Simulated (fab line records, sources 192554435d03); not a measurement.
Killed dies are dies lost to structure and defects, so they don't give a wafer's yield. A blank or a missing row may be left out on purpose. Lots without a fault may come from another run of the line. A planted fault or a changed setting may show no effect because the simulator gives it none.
Chamber matching | flow n5_finfet | N5_GATE_CUT_CMP_61 on cmp-01: 4 sister chambers
The step polishes, stops on SiNx, t overpolish 3 s. 8 wafers are shown with their chamber, then 8 later ones without.

WAFERS WITH THEIR CHAMBER
wafer  | chamber | motor_current_A (A)
L076.4 | 3       | 11.0
L079.2 | 1       | 11.5
L083.2 | 2       | 16.9
L083.5 | 0       | 12.5
L084.1 | 0       | 12.2
L084.2 | 2       | 16.5
L084.4 | 1       | 10.7
L086.1 | 3       | 10.7

WAFERS WITHOUT THEIR CHAMBER
wafer  | motor_current_A (A)
L086.3 | 11.3
L086.4 | 18.1
L088.3 | 12.0
L088.5 | 11.8
L088.6 | 16.8
L097.1 | 10.5
L097.3 | 17.8
L097.5 | 17.0

WHICH CHAMBER EACH WENT THROUGH
wafer  | from the rows above          | in truth
L086.3 | can't be placed: 1 or 3      | 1
L086.4 | 2                            | 2
L088.3 | can't be placed: 0 or 1      | 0
L088.5 | can't be placed: 0 or 1 or 3 | 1
L088.6 | 2                            | 2
L097.1 | can't be placed: 3 or 1      | 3
L097.3 | 2                            | 2
L097.5 | 2                            | 2
Placed correctly: 4 of 8. Can't be placed from these rows: 4 (the true chamber is among the candidates in 4). Placed wrongly: 0.
How it was worked out, from the rows above alone: a wafer's distance from a chamber is the root of the sum, over the readings, of the square of ((its reading less the chamber's mean) divided by the reading's scatter). The wafer belongs to the nearest chamber; if the next one is less than 2 further off, it can't be placed. A chamber's mean is the mean of its shown wafers. The scatter: the root of (the sum of the squares of (reading less its chamber's mean) over the shown wafers, divided by (wafers less chambers)).
